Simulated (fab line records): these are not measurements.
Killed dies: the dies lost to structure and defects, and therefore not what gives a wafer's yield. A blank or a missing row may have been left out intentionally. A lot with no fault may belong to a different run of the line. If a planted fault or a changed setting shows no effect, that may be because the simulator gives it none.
Split-lot trial / flow n5-finfet / 21 wafers read across 7 lots, on a route 1938 steps long

## THE SPLIT
At N5_BEOL_M13_TRENCH_ETCH_34 (etches SiOC in C4F8/O2/Ar, target depth 413.47 nm, time 162.6 s), the setting time-s was moved away from the recipe's 162.6 s on 5 of the 21 wafers read, by -18.4% to +10.1%. For the rest of the wafers, this setting stayed at what the recipe calls for.

## FROM THE SPLIT TO THE READING: what the file shows between them, 10 steps
- N5_BEOL_M13_STRIP_70: strips in C4F8/O2/Ar
- N5_BEOL_M13_OCD_MEAS_35
- N5_BEOL_M13_SPUTTER_44: material Ta, target thk 10 nm, time 16.13 s (also split here: power-w)
- N5_BEOL_M13_SPUTTER_45: material Cu, target thk 80 nm, time 13.33 s
- N5_BEOL_M13_ECD_47: material Cu, target thk 936 nm
- N5_BEOL_M13_ANNEAL_48: time 90 s
- N5_BEOL_M13_CMP_49: polishes, stops on SiOC, t overpolish 17.1 s, target thk 420 nm
- N5_BEOL_M13_THK_MEAS_50: measures by xrf
- N5_BEOL_M13_PRE_CLEAN_52: time 15 s
- N5_BEOL_M13_DEP_53: deposits SiCN from 3MS/NH3, target thk 50 nm, time 17.8 s

## THE READING
Measured at N5_BEOL_M13_RS_MEAS_54 by four-point probe: M13_RS, in ohm/sq. Typical for fault-free wafers on this fab line: 0.0451 ohm/sq, with standard deviation 0.00085 ohm/sq.

wafer=L077.4; tool, chamber at the split=rie-diel-05, 0; time-s as run, s=162.6; against the recipe=recipe; M13_RS, ohm/sq=0.0444; against lot-mates on the recipe=-
wafer=L077.5; tool, chamber at the split=rie-diel-05, 1; time-s as run, s=162.6; against the recipe=recipe; M13_RS, ohm/sq=0.0447; against lot-mates on the recipe=-
wafer=L077.6; tool, chamber at the split=rie-diel-05, 2; time-s as run, s=162.6; against the recipe=recipe; M13_RS, ohm/sq=0.0446; against lot-mates on the recipe=-
wafer=L084.4; tool, chamber at the split=rie-diel-06, 1; time-s as run, s=162.6; against the recipe=recipe; M13_RS, ohm/sq=0.0452; against lot-mates on the recipe=-
wafer=L084.5; tool, chamber at the split=rie-diel-06, 0; time-s as run, s=162.6; against the recipe=recipe; M13_RS, ohm/sq=0.0439; against lot-mates on the recipe=-
wafer=L084.6; tool, chamber at the split=rie-diel-06, 1; time-s as run, s=162.6; against the recipe=recipe; M13_RS, ohm/sq=0.0453; against lot-mates on the recipe=-
wafer=L083.3; tool, chamber at the split=rie-diel-03, 0; time-s as run, s=162.6; against the recipe=recipe; M13_RS, ohm/sq=0.0450; against lot-mates on the recipe=-
wafer=L083.4; tool, chamber at the split=rie-diel-03, 3; time-s as run, s=162.6; against the recipe=recipe; M13_RS, ohm/sq=0.0464; against lot-mates on the recipe=-
wafer=L083.6; tool, chamber at the split=rie-diel-03, 1; time-s as run, s=162.6; against the recipe=recipe; M13_RS, ohm/sq=0.0463; against lot-mates on the recipe=-
wafer=L081.1; tool, chamber at the split=rie-diel-05, 0; time-s as run, s=162.6; against the recipe=recipe; M13_RS, ohm/sq=0.0449; against lot-mates on the recipe=-
wafer=L081.5; tool, chamber at the split=rie-diel-05, 0; time-s as run, s=162.6; against the recipe=recipe; M13_RS, ohm/sq=0.0448; against lot-mates on the recipe=-
wafer=L081.6; tool, chamber at the split=rie-diel-05, 1; time-s as run, s=162.6; against the recipe=recipe; M13_RS, ohm/sq=0.0452; against lot-mates on the recipe=-
wafer=L088.2; tool, chamber at the split=rie-diel-03, 1; time-s as run, s=162.6; against the recipe=recipe; M13_RS, ohm/sq=0.0463; against lot-mates on the recipe=-
wafer=L088.5; tool, chamber at the split=rie-diel-03, 3; time-s as run, s=162.6; against the recipe=recipe; M13_RS, ohm/sq=0.0459; against lot-mates on the recipe=-
wafer=L088.6; tool, chamber at the split=rie-diel-03, 0; time-s as run, s=133.8; against the recipe=-17.7%; M13_RS, ohm/sq=0.0550; against lot-mates on the recipe=+0.0089
wafer=L093.2; tool, chamber at the split=rie-diel-03, 0; time-s as run, s=179.1; against the recipe=+10.1%; M13_RS, ohm/sq=0.0413; against lot-mates on the recipe=-0.0053
wafer=L093.3; tool, chamber at the split=rie-diel-03, 1; time-s as run, s=179.1; against the recipe=+10.1%; M13_RS, ohm/sq=0.0422; against lot-mates on the recipe=-0.0044
wafer=L093.5; tool, chamber at the split=rie-diel-03, 1; time-s as run, s=162.6; against the recipe=recipe; M13_RS, ohm/sq=0.0466; against lot-mates on the recipe=-
wafer=L097.2; tool, chamber at the split=rie-diel-03, 3; time-s as run, s=162.6; against the recipe=recipe; M13_RS, ohm/sq=0.0463; against lot-mates on the recipe=-
wafer=L097.4; tool, chamber at the split=rie-diel-03, 1; time-s as run, s=132.7; against the recipe=-18.4%; M13_RS, ohm/sq=0.0576; against lot-mates on the recipe=+0.0113
wafer=L097.5; tool, chamber at the split=rie-diel-03, 2; time-s as run, s=132.7; against the recipe=-18.4%; M13_RS, ohm/sq=0.0539; against lot-mates on the recipe=+0.0076

FIT RESULTS
A straight line over all 21 wafers: M13_RS changes by -0.000516 ohm/sq for each +1% of time-s; r = -0.96; the points scatter about the line by 0.0011 ohm/sq.
The same after taking each lot's own level away (the mean of its wafers on the recipe; 21 wafers): -0.000504 ohm/sq for each +1%; r = -0.98; scatter 0.00073 ohm/sq.
Per that fit: largest time-s move, reading shift of 0.0093 ohm/sq.
From 0.04457 to 0.04660 ohm/sq: that is the span of the lots' own levels, equal to 2.4 times the standard deviation above.
Consequently the slope shifts little with the lot-to-lot level, the two slopes agreeing.
Check: with one of the wafers moved furthest among these (-18.4%) left out of the fit, the line predicts +0.00847 ohm/sq for it against its lot-mates. Against them it came out at +0.0113 ohm/sq.

## FURTHER SPLITS ON THESE WAFERS
Before the reading, these wafers also passed through other splits. Each is held against what the fit with the lots' levels taken away leaves over:
other split on the same wafers=N5_BEOL_M11_DEP_56 time-s; wafers away from the commonest value=9; r with M13_RS (lot level and that fit taken away)=-0.21
other split on the same wafers=N5_BEOL_M12_PEB_08 peb-temp-c; wafers away from the commonest value=8; r with M13_RS (lot level and that fit taken away)=+0.07
other split on the same wafers=N5_BEOL_M13_SPUTTER_44 power-w; wafers away from the commonest value=7; r with M13_RS (lot level and that fit taken away)=+0.10

## THE WHOLE CHAIN: every reading that the file lists as answering this split, in the file's order
step=N5_BEOL_M13_TRENCH_ETCH_34; what it does=etches SiOC in C4F8/O2/Ar, target depth 413.47 nm, time 162.6 s; reading=etch.depth-nm (the simulator's own value, which no gauge read); change (the file's fit)=+3.69 nm for each +1% of the setting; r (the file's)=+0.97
step=N5_BEOL_M13_OCD_MEAS_35; what it does=; reading=trench-depth-nm; change (the file's fit)=+3.66 nm for each +1% of the setting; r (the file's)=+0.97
step=N5_BEOL_M13_CMP_49; what it does=polishes, stops on SiOC, t overpolish 17.1 s, target thk 420 nm; reading=Cu_of_BEOL_M13_ECD_47.thk-nm (the simulator's own value, which no gauge read); change (the file's fit)=+3.72 nm for each +1% of the setting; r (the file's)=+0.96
step=N5_BEOL_M13_THK_MEAS_50; what it does=measures by xrf; reading=M13_THK; change (the file's fit)=+3.99 for each +1% of the setting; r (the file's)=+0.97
step=N5_BEOL_M13_RS_MEAS_54; what it does=measures by four-point-probe; reading=M13_RS; change (the file's fit)=-0.000505 for each +1% of the setting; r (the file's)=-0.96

## THE FILE'S OWN FIT
M13_RS changes by -0.000505 ohm/sq for each +1% of time-s, r = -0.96.
